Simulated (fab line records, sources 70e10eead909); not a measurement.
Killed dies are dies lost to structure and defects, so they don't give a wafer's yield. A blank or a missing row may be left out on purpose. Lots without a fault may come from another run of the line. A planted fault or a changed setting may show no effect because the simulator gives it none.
Chamber matching | flow nand_harc | NHARC_P_GATE_PRECLEAN_70 on wet_bench-07: 7 sister chambers
The step cleans in SC1. 14 wafers are shown with their chamber, then 4 later ones without.

WAFERS WITH THEIR CHAMBER
wafer  | chamber | bath_guard_temp_C (C) | nh4oh_flow_mL_min
L755.1 | 6       | 50.8                  | 28.31
L755.3 | 7       | 50.3                  | 28.38
L755.4 | 3       | 50.5                  | 28.41
L756.1 | 6       | 51.0                  | 28.23
L756.2 | 5       | 50.1                  | 28.24
L756.6 | 7       | 50.3                  | 28.33
L764.2 | 6       | 50.8                  | 28.33
L764.3 | 3       | 50.6                  | 28.12
L764.6 | 1       | 48.8                  | 28.25
L765.1 | 2       | 49.7                  | 28.33
L765.3 | 6       | 50.9                  | 28.21
L765.4 | 3       | 50.6                  | 28.18
L766.1 | 0       | 50.0                  | 28.29
L766.2 | 7       | 50.1                  | 28.19

SIGNATURES (means of the wafers above)
reading           | chamber 0 | chamber 1 | chamber 2 | chamber 3 | chamber 5 | chamber 6 | chamber 7 | scatter within a chamber
bath_guard_temp_C | 50.000    | 48.800    | 49.700    | 50.567    | 50.100    | 50.875    | 50.233    | 0.0932
nh4oh_flow_mL_min | 28.2900   | 28.2500   | 28.3300   | 28.2367   | 28.2400   | 28.2700   | 28.3000   | 0.105
Rule: a wafer's distance from a chamber is the root of the sum, over the readings, of the square of ((its reading less the chamber's mean) divided by the reading's scatter). The wafer belongs to the nearest chamber; if the next one is less than 2 further off, it can't be placed. The scatter: the root of (the sum of the squares of (reading less its chamber's mean) over the shown wafers, divided by (wafers less chambers)).

WAFERS WITHOUT THEIR CHAMBER
wafer  | bath_guard_temp_C (C) | nh4oh_flow_mL_min
L767.1 | 50.4                  | 28.36
L767.3 | 50.0                  | 28.37
L776.1 | 50.4                  | 28.26
L776.3 | 50.6                  | 28.35

WHICH CHAMBER EACH WENT THROUGH
wafer  | from the rows above          | in truth
L767.1 | can't be placed: 7 or 3 or 5 | 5
L767.3 | can't be placed: 0 or 5 or 7 | 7
L776.1 | can't be placed: 3 or 7 or 5 | 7
L776.3 | can't be placed: 3 or 6      | 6
Placed correctly: 0 of 4. Can't be placed from these rows: 4 (the true chamber is among the candidates in 4). Placed wrongly: 0.
